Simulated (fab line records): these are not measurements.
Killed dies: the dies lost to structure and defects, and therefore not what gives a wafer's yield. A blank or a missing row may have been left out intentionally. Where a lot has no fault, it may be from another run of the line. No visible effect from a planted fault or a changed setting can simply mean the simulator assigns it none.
Comparing a struck lot with a sound one / flow nand harc / 15 steps out of a route of 1302
Sound: wafers L884.2, L884.3, L884.6. Struck: wafers L894.1, L894.3, L894.4. Last of all comes the cause.
At each step with rows: each side's tool, then ch and its chambers, then its first start. Under that, the readings that differ: sound wafers / struck wafers / difference of the means / sigmas: that difference in standard deviations of wafers without a fault.
alike: same words and numbers on both sides, and readings whose means sit less than 2 such deviations apart. not compared: any withheld reading, any reading some wafer has no value for, any bound like >300 that may hide the same value, and any number with overlapping values for which the record gives no deviation.
The two part at a step that has a row with sigmas, a row that says differs or no value, or rows on one side only. Non-overlapping numbers with no deviation appear without sigmas and do not part them. A reading that every wafer of one side lacks parts them only if that side has two wafers or more.

first, 1 step without rows for these wafers: NHARC_P_ZERO_WELL_HARDBAKE_25 (time 80 s).
NHARC_P_ZERO_WELL_DESCUM_26: chemistry O2, time 3 s.
  sound on rie diel-06 ch 1,2, day 3 14:52; struck on rie diel-07 ch 0,1,3, day 7 18:46
  alike: drypump motor current A, o2 flow sccm, oes product au, rf vpp V, showerhead plenum p Torr, throttle valve pct
  not compared: rf hours counter h
then, 10 steps without rows for these wafers: NHARC_P_ZERO_WELL_IMPLANT_27; NHARC_P_ZERO_WELL_IMPLANT_57; NHARC_P_ZERO_WELL_IMPLANT_58; NHARC_P_ZERO_WELL_STRIP_28 (strips in SPM, time 840 s); NHARC_P_ZERO_WELL_DEHYDRATE_29 (time 120 s); NHARC_P_ZERO_WELL_HMDS_30 (time 30 s); NHARC_P_ZERO_WELL_COAT_31; NHARC_P_ZERO_WELL_SOFTBAKE_32 (time 95 s); NHARC_P_ZERO_WELL_EBR_33; NHARC_P_ZERO_WELL_EXPOSE_34 (exposes mask P PWELL, target cd 720 nm).
NHARC_P_ZERO_WELL_PEB_35: peb time 85 s.
  sound on litho track-03 ch 0, day 3 16:14; struck on litho track-07 ch 0, day 7 20:01
reading=heater power total W (W); sound=163.68 164.32 164.18; struck=152.60 152.70 152.86; difference=-11.34; sigmas=-41
reading=plate temp C (C); sound=118.00 117.99 118.17; struck=111.95 112.00 111.81; difference=-6.13; sigmas=-41
then, 1 step without rows for these wafers: NHARC_P_ZERO_WELL_DEVELOP_36 (time 70 s).
NHARC_P_ZERO_WELL_CD_MEAS_37 targets a cd of 720 nm.
  sound on cd sem-01 ch 0, day 3 16:19; struck on cd sem-02 ch 0
reading=cd nm (nm); sound=717.8 718.7 718.0; struck=705.0 705.1 708.2; difference=-12.1; sigmas=-7
  not compared: hold

WHERE THEY PART
Last at NHARC_P_ZERO_WELL_CD_MEAS_37 as far as this record goes, first at NHARC_P_ZERO_WELL_PEB_35.

WHY: the cause the simulator had injected
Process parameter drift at NHARC_P_ZERO_WELL_PEB_35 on litho track-07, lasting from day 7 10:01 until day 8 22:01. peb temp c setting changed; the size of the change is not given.
